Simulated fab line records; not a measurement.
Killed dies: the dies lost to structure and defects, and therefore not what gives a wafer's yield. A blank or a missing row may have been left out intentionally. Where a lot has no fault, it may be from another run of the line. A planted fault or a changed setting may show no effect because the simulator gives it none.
Which tool was responsible? + flow n5_finfet + 9 lots, 27 wafers sampled, at 4 steps of a route of 1938

## WHAT THE GAUGES READ, wafer by wafer
N5_BEOL_M0_SAQP_OVL_MEAS_15.
| lot  | measured     | on         | M0_CORE_OVL (nm) |
|------|--------------|------------|------------------|
| L839 | day 5 17:43  | overlay-01 | -0.7 -0.9 -0.8   |
| L844 | day 6 23:08  | overlay-02 | -1.1 -1.8 -0.3   |
| L846 | day 7 10:02  | overlay-02 | 0.1 -1.6 0.3     |
| L849 | day 8 09:30  | overlay-01 | -0.3 -0.9 -0.3   |
| L850 | day 8 18:58  | overlay-02 | -1.1 -1.0 -0.6   |
| L854 | day 9 16:28  | overlay-02 | -1.5 -0.8 -0.7   |
| L856 | day 10 09:02 | overlay-02 | -0.5 -0.2 -0.7   |
| L858 | day 10 16:49 | overlay-02 | -0.1 -0.3 -0.3   |
| L861 | day 11 14:14 | overlay-02 | -0.7 -0.3 -0.8   |

## EACH LOT AND THE TOOL THAT RAN IT (in order: tool; ch and the chambers of the sampled wafers; start)
| lot  | N5_MOL_CONTACT_COAG_ETCH_48        | N5_BEOL_M0_SAQP_PECVD_00        | N5_BEOL_M0_SAQP_COAT_82           |
|------|------------------------------------|---------------------------------|-----------------------------------|
| L839 | rie_diel-03 ch 0,1,2, day 5 10:04  | pecvd-03 ch 0,2, day 5 15:27    | litho_track-05 ch 0, day 5 17:19  |
| L844 | rie_diel-02 ch 0,1,3, day 6 17:04  | pecvd-02 ch 0,1,2, day 6 21:29  | litho_track-03 ch 0, day 6 22:44  |
| L846 | rie_diel-03 ch 1,2,3, day 7 04:23  | pecvd-04 ch 0,1, day 7 08:56    | litho_track-03 ch 0, day 7 09:38  |
| L849 | rie_diel-02 ch 0,3, day 8 02:37    | pecvd-02 ch 0,1,2, day 8 07:02  | litho_track-05 ch 0, day 8 09:13  |
| L850 | rie_diel-03 ch 0,1,2, day 8 11:46  | pecvd-04 ch 1,2, day 8 16:11    | litho_track-01 ch 0, day 8 18:41  |
| L854 | rie_diel-05 ch 1,2, day 9 09:17    | pecvd-04 ch 0,1, day 9 14:47    | litho_track-01 ch 0, day 9 16:11  |
| L856 | rie_diel-03 ch 0,3, day 10 02:08   | pecvd-02 ch 0,2, day 10 06:36   | litho_track-03 ch 0, day 10 08:38 |
| L858 | rie_diel-03 ch 1,2,3, day 10 11:12 | pecvd-02 ch 0,1,2, day 10 15:37 | litho_track-03 ch 0, day 10 16:25 |
| L861 | rie_diel-05 ch 0,2,3, day 11 08:34 | pecvd-04 ch 0,1,2, day 11 12:58 | litho_track-03 ch 0, day 11 13:58 |
- N5_MOL_CONTACT_COAG_ETCH_48: etches SiOC in C4F6/O2, target depth 15 nm, overetch 4.5 nm, time 17 s.
- N5_BEOL_M0_SAQP_PECVD_00: deposits SiCN from 3MS/NH3, target thk 8 nm, time 14 s.
- N5_BEOL_M0_SAQP_COAT_82: time 60 s, resist thk 30 nm.

## THE ANSWER, worked out from the rows above alone
Rule: what is usual is taken from the lots themselves. Put in order of their means at a reading, lots are off if they are a third of the lots or fewer, leave a main group of 4 or more, and stand apart from it by a gap of 3 or more times the standard deviation of the main group's means; of several such gaps the widest counts. A main group is skipped when, at the precision printed for the reading in the tables above, its means are all equal. A lot without any number at a reading at which 4 lots or more have one is off too. All remaining lots with rows at the step are treated as sound.
None of the lots is off at any reading shown; this tells nothing.

## WHAT WAS PUT IN BY THE SIMULATOR
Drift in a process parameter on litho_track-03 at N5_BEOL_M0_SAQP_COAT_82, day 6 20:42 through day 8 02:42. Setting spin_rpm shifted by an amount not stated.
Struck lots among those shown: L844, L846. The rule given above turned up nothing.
